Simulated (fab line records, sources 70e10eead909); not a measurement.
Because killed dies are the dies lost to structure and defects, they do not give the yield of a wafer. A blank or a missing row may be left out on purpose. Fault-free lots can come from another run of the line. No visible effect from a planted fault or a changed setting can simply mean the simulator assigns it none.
Struck lot and sound lot, side by side || flow nand_harc || 14 out of 1302 route steps
Sound: wafers L321.1, L321.4, L321.6. The struck wafers were L335.4, L335.5, L335.6. The cause is given at the end.
For every step that has rows: the tool of each side, followed by ch and its chambers, followed by its first start. Under that, the readings that differ: sound wafers || struck wafers || difference of the means || sigmas: that difference in standard deviations of wafers without a fault.
alike: readings whose means differ by less than 2 such deviations, and words and numbers that are the same on both sides. not compared: withheld readings, readings that some wafer has no value for, bounds like >300 that may hide the same value, and numbers for which the record gives no deviation and whose values overlap.
Wherever a step has rows on one side only, a row that says differs or no value, or a row with sigmas, the two part there. Numbers that don't overlap but have no deviation are shown without sigmas and don't part them. Lack of a reading on every wafer of one side parts them only where that side has two or more wafers.

first, 1 step without rows for these wafers: NHARC_A_ONON_D1_DEP_00 (target thk 1000 nm).
NHARC_A_ONON_D1_THK_MEAS_02: measures by ellipsometry.
  sound: film_metro-01 at day 9 07:37; struck: film_metro-01 at day 14 21:14
  alike: thk_nm
then NHARC_A_ONON_D1_DEP_03 (target thk 1000 nm), 1 step lacking rows for these wafers.
NHARC_A_ONON_D1_THK_MEAS_05: measures by ellipsometry.
  sound: film_metro-01 at day 9 08:10; struck: film_metro-01 at day 14 21:48
  alike: thk_nm
then NHARC_A_ONON_D1_DEP_06 (target thk 1000 nm), 1 step lacking rows for these wafers.
NHARC_A_ONON_D1_THK_MEAS_08: measures by ellipsometry.
  sound: film_metro-02 at day 9 08:44; struck: film_metro-02 at day 14 22:22
  alike: thk_nm
then NHARC_A_ONON_D1_DEP_09 (target thk 1000 nm), 1 step lacking rows for these wafers.
NHARC_A_ONON_D1_THK_MEAS_11: measures by ellipsometry.
  sound: film_metro-01 at day 9 09:18; struck: film_metro-01 at day 14 22:56
  alike: thk_nm
then NHARC_A_ONON_D1_DEP_12 (target thk 1000 nm), 1 step lacking rows for these wafers.
NHARC_A_ONON_D1_THK_MEAS_14: measures by ellipsometry.
  sound: film_metro-01 at day 9 09:53; struck: film_metro-02 at day 14 23:29
  alike: thk_nm
then, 1 step without rows for these wafers: NHARC_A_ONON_D1_ANNEAL_15 (time 3600 s).
NHARC_A_ONON_D1_DEP_16: target thk 1000 nm.
  sound on pecvd_onon-01 ch 0, day 9 17:28; struck on pecvd_onon-02 ch 0, day 15 08:46
NHARC_A_ONON_D1_THK_MEAS_18: measures by ellipsometry.
  sound: film_metro-02 at day 9 17:58; struck: film_metro-01 at day 15 09:07
{"reading": "thk_nm (nm)", "sound": "1006 1008 1009", "struck": "1056 1057 1056", "difference": "+49", "sigmas": "+5"}
then NHARC_A_ONON_D1_DEP_19 (target thk 1000 nm), 1 step lacking rows for these wafers.

WHERE THEY PART
Within this record, at NHARC_A_ONON_D1_THK_MEAS_18 only.

WHY: the cause the simulator had injected
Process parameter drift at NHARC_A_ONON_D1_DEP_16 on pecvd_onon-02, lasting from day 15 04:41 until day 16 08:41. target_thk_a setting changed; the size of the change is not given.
